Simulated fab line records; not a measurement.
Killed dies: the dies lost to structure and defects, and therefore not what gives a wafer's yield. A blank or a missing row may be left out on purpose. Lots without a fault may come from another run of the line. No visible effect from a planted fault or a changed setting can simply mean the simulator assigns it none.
Struck lot and sound lot, side by side + flow nand_harc + 44 steps out of a route of 1159
Sound: the wafers L962.1, L962.3, L962.6. Struck: wafer L978.5. (L978.2, L978.6 of the same lot were not struck and are left out.) The cause comes at the end.
Per side, at each step with rows, come the tool, then ch with its chambers, and then its first start. Under that, the readings that differ: sound wafers + struck wafers + difference of the means + sigmas: that difference in standard deviations of wafers without a fault.
alike: a reading whose means differ by less than 2 such deviations, as well as words and numbers matching on both sides. not compared: withheld readings; readings where some wafer has no value; bounds like >300 that might hide an equal value; numbers whose values overlap and for which the record gives no deviation.
A row with sigmas, a row that says differs or no value, or rows on one side alone: a step with any of these is where the two part. Numbers that have no deviation but don't overlap get no sigmas and don't part them. A reading that every wafer of one side lacks parts them only if that side has two wafers or more.

first, 7 steps without rows for these wafers: NHARC_P_GATE_HMDS_39 (time 30 s); NHARC_P_GATE_COAT_40; NHARC_P_GATE_SOFTBAKE_41 (time 95 s); NHARC_P_GATE_EBR_42; NHARC_P_GATE_EXPOSE_43 (exposes mask P NSD, target cd 720 nm); NHARC_P_GATE_PEB_44 (peb time 85 s); NHARC_P_GATE_DEVELOP_45 (time 70 s).
NHARC_P_GATE_CD_MEAS_46: target cd 720 nm.
  sound on cd_sem-02 ch 0, day 5 19:42; struck on cd_sem-01 ch 0, day 9 17:43
  alike: cd_nm
then, 1 step without rows for these wafers: NHARC_P_GATE_HARDBAKE_47 (time 80 s).
NHARC_P_GATE_DESCUM_48: chemistry O2, time 3 s.
  sound on rie_diel-11 ch 0,1, day 5 19:52; struck on rie_diel-03 ch 3, day 9 17:53
| reading                     | sound             | struck | difference | sigmas |
|-----------------------------|-------------------|--------|------------|--------|
| drypump_motor_current_A (A) | 5.6 5.8 5.7       | 6.7    | +1.0       | +3     |
| oes_product_au (a.u.)       | 1.013 1.006 1.011 | 0.982  | -0.028     | -2     |
  alike: o2_flow_sccm, rf_vpp_V, showerhead_plenum_p_Torr, throttle_valve_pct
  not compared: rf_hours_counter_h
after that, 1 step had no rows for these wafers: NHARC_P_GATE_IMPLANT_49.
NHARC_P_GATE_STRIP_111: strips in N2/H2, time 250 s.
  sound on plasma_asher-02 ch 0,1, day 5 20:14; struck on plasma_asher-02 ch 1, day 9 18:18
  alike: drypump_motor_current_A, heater_power_w
  not compared: rf_hours_counter_h
NHARC_P_GATE_STRIP_75: strips in O2.
  sound on plasma_asher-02 ch 0,1, day 5 20:33; struck on plasma_asher-02 ch 1, day 9 18:34
  alike: drypump_motor_current_A, heater_power_w
  not compared: rf_hours_counter_h
then, 9 steps without rows for these wafers: NHARC_P_GATE_STRIP_50 (strips in SPM, time 900 s); NHARC_P_GATE_DEHYDRATE_51 (time 120 s); NHARC_P_GATE_HMDS_52 (time 30 s); NHARC_P_GATE_COAT_53; NHARC_P_GATE_SOFTBAKE_54 (time 95 s); NHARC_P_GATE_EBR_55; NHARC_P_GATE_EXPOSE_56 (exposes mask P PSD, target cd 720 nm); NHARC_P_GATE_PEB_57 (peb time 85 s); NHARC_P_GATE_DEVELOP_58 (time 70 s).
NHARC_P_GATE_CD_MEAS_59: target cd 720 nm.
  sound on cd_sem-02 ch 0, day 5 21:21; struck on cd_sem-01 ch 0, day 9 19:22
  alike: cd_nm
then, 3 steps without rows for these wafers: NHARC_P_GATE_HARDBAKE_60 (time 80 s); NHARC_P_GATE_DESCUM_61 (chemistry O2, time 3 s); NHARC_P_GATE_IMPLANT_62.
NHARC_P_GATE_STRIP_112: strips in N2/H2, time 200 s.
  sound on plasma_asher-02 ch 0,1, day 5 21:55; struck on plasma_asher-01 ch 0, day 9 19:56
| reading                     | sound       | struck | difference | sigmas |
|-----------------------------|-------------|--------|------------|--------|
| drypump_motor_current_A (A) | 6.1 5.7 5.7 | 6.5    | +0.7       | +2     |
| heater_power_w (W)          | 82 73 73    | 98     | +22        | +2     |
  not compared: rf_hours_counter_h
then, 10 steps without rows for these wafers: NHARC_P_GATE_STRIP_76 (strips in O2); NHARC_P_GATE_STRIP_63 (strips in SPM, time 900 s); NHARC_P_GATE_DEHYDRATE_83 (time 120 s); NHARC_P_GATE_HMDS_84 (time 30 s); NHARC_P_GATE_COAT_85; NHARC_P_GATE_SOFTBAKE_86 (time 95 s); NHARC_P_GATE_EBR_87; NHARC_P_GATE_EXPOSE_88 (exposes mask P HVN, target cd 2000 nm); NHARC_P_GATE_PEB_89 (peb time 85 s); NHARC_P_GATE_DEVELOP_90 (time 70 s).
NHARC_P_GATE_CD_MEAS_91: target cd 2000 nm.
  sound on cd_sem-02 ch 0, day 5 23:05; struck on cd_sem-03 ch 0, day 9 21:05
  alike: cd_nm
then, 1 step without rows for these wafers: NHARC_P_GATE_HARDBAKE_92 (time 80 s).
NHARC_P_GATE_DESCUM_93: chemistry O2, time 3 s.
  sound on rie_diel-03 ch 2,3, day 5 23:14; struck on rie_diel-12 ch 2, day 9 21:16
| reading      | sound          | struck | difference | sigmas |
|--------------|----------------|--------|------------|--------|
| rf_vpp_V (V) | 58.2 58.4 59.3 | 56.7   | -1.9       | -2     |
  alike: drypump_motor_current_A, o2_flow_sccm, oes_product_au, showerhead_plenum_p_Torr, throttle_valve_pct
  not compared: rf_hours_counter_h
after that, 1 step had no rows for these wafers: NHARC_P_GATE_IMPLANT_94.
NHARC_P_GATE_STRIP_113: strips in N2/H2, time 740 s.
  sound on plasma_asher-02 ch 0,1, day 5 23:37; struck on plasma_asher-01 ch 1, day 9 21:37
  alike: drypump_motor_current_A, heater_power_w
  not compared: rf_hours_counter_h
NHARC_P_GATE_INSPECT_68:
  sound on defect_inspect-02, day 6 02:10; struck on defect_inspect-01, day 10 00:10
| reading          | sound       | struck | difference | sigmas |
|------------------|-------------|--------|------------|--------|
| raw_defect_count | 174 163 104 | 578    | +431       | +6     |
-- record jumps: 14 days between struck wafers' starts before vs after; left off in module P_GATE, resumes in module END, first step shown is number 1159 of the route --
NHARC_END_SORT_01:
  the record has rows for the struck wafers here (prober-02 ch 0, day 23 23:38) and none for the sound ones

WHERE THEY PART
At NHARC_P_GATE_DESCUM_48 first; at NHARC_END_SORT_01 last (within this record only).

WHY: the cause the simulator had injected
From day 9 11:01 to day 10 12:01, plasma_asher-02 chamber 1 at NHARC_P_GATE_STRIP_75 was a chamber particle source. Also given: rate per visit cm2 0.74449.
